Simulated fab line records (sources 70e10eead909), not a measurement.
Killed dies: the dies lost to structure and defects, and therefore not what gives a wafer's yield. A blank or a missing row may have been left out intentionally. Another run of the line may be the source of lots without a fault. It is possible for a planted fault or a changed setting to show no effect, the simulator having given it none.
Matching of chambers || flow nand_harc || 4 sister chambers for NHARC_A_SGD_CUT_ETCHBACK_24 on rie_diel-04
The step etches the open film in CH3F/O2, target depth 50 nm, time 92.857 s. 4 wafers are shown with their chamber, then 8 later ones without.

WAFERS PAIRED WITH THEIR CHAMBERS
{"wafer": "L084.3", "chamber": 0, "drypump_motor_current_A (A)": 5.5}
{"wafer": "L087.4", "chamber": 1, "drypump_motor_current_A (A)": 6.0}
{"wafer": "L088.2", "chamber": 3, "drypump_motor_current_A (A)": 5.6}
{"wafer": "L092.3", "chamber": 2, "drypump_motor_current_A (A)": 4.9}

WAFERS WITHOUT THEIR CHAMBER
{"wafer": "L092.4", "drypump_motor_current_A (A)": 6.0}
{"wafer": "L092.6", "drypump_motor_current_A (A)": 5.5}
{"wafer": "L095.1", "drypump_motor_current_A (A)": 6.1}
{"wafer": "L095.5", "drypump_motor_current_A (A)": 4.8}
{"wafer": "L095.6", "drypump_motor_current_A (A)": 5.6}
{"wafer": "L096.1", "drypump_motor_current_A (A)": 6.0}
{"wafer": "L096.2", "drypump_motor_current_A (A)": 5.6}
{"wafer": "L096.4", "drypump_motor_current_A (A)": 4.8}

EACH ONE'S CHAMBER
{"wafer": "L092.4", "from the rows above": 1, "in truth": 1}
{"wafer": "L092.6", "from the rows above": "can't be placed: 0 or 3", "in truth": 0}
{"wafer": "L095.1", "from the rows above": 1, "in truth": 1}
{"wafer": "L095.5", "from the rows above": 2, "in truth": 2}
{"wafer": "L095.6", "from the rows above": "can't be placed: 3 or 0", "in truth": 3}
{"wafer": "L096.1", "from the rows above": 1, "in truth": 1}
{"wafer": "L096.2", "from the rows above": "can't be placed: 3 or 0", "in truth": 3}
{"wafer": "L096.4", "from the rows above": 2, "in truth": 2}
5 of 8 placed correctly. These rows do not allow placing 3 (true chamber among the candidates in 3). Placed wrongly: 0.
How it was worked out, from the rows above alone: a wafer's distance from a chamber is the root of the sum, over the readings, of the square of ((its reading less the chamber's mean) divided by the reading's scatter). The wafer belongs to the nearest chamber; if the next one is less than 2 further off, it can't be placed. A chamber's mean is the mean of its shown wafers. The scatter (one wafer shown for each chamber): square how far every hidden wafer sits from the nearest shown wafer, average those squares and take the square root.
